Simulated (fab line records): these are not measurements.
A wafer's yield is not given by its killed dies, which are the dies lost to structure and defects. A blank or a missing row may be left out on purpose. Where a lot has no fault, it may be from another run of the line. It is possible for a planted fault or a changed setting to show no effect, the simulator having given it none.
Chamber matching + flow n5Finfet + 4 sister chambers for N5_FIN_CUT_CUT_ETCH_27 on rieDiel-04
The step etches SiO2 in CHF3/O2, target depth 4 nm, overetch 2 nm, time 4.9 s. 8 wafers are shown with their chamber, then 8 later ones without.

WAFERS PAIRED WITH THEIR CHAMBERS
| wafer  | chamber | throttleValvePct (%) | drypumpMotorCurrentA (A) |
|--------|---------|----------------------|--------------------------|
| L078.2 | 3       | 18.65                | 5.1                      |
| L086.3 | 2       | 19.24                | 5.7                      |
| L087.1 | 1       | 18.78                | 5.2                      |
| L087.3 | 2       | 19.24                | 5.7                      |
| L087.5 | 1       | 18.80                | 5.2                      |
| L088.4 | 3       | 18.66                | 5.2                      |
| L088.5 | 0       | 18.98                | 5.9                      |
| L090.1 | 0       | 18.98                | 5.9                      |

WAFERS WHOSE CHAMBER IS MISSING
| wafer  | throttleValvePct (%) | drypumpMotorCurrentA (A) |
|--------|----------------------|--------------------------|
| L090.3 | 19.24                | 5.7                      |
| L090.6 | 18.98                | 5.9                      |
| L091.1 | 18.83                | 5.3                      |
| L091.2 | 18.99                | 5.9                      |
| L091.4 | 18.67                | 5.2                      |
| L092.1 | 19.27                | 5.7                      |
| L092.2 | 18.66                | 5.1                      |
| L092.3 | 18.99                | 5.9                      |

EACH ONE'S CHAMBER
| wafer  | from the rows above | in truth |
|--------|---------------------|----------|
| L090.3 | 2                   | 2        |
| L090.6 | 0                   | 0        |
| L091.1 | 1                   | 1        |
| L091.2 | 0                   | 0        |
| L091.4 | 3                   | 3        |
| L092.1 | 2                   | 2        |
| L092.2 | 3                   | 3        |
| L092.3 | 0                   | 0        |
Correctly placed: 8 of 8. From these rows, 0 cannot be placed. 0 placed wrongly.
How it was worked out, from the rows above alone: a wafer's distance from a chamber is the root of the sum, over the readings, of the square of ((its reading less the chamber's mean) divided by the reading's scatter). The wafer belongs to the nearest chamber; if the next one is less than 2 further off, it can't be placed. The mean given for a chamber averages the wafers shown for that chamber. The scatter: the root of (the sum of the squares of (reading less its chamber's mean) over the shown wafers, divided by (wafers less chambers)).
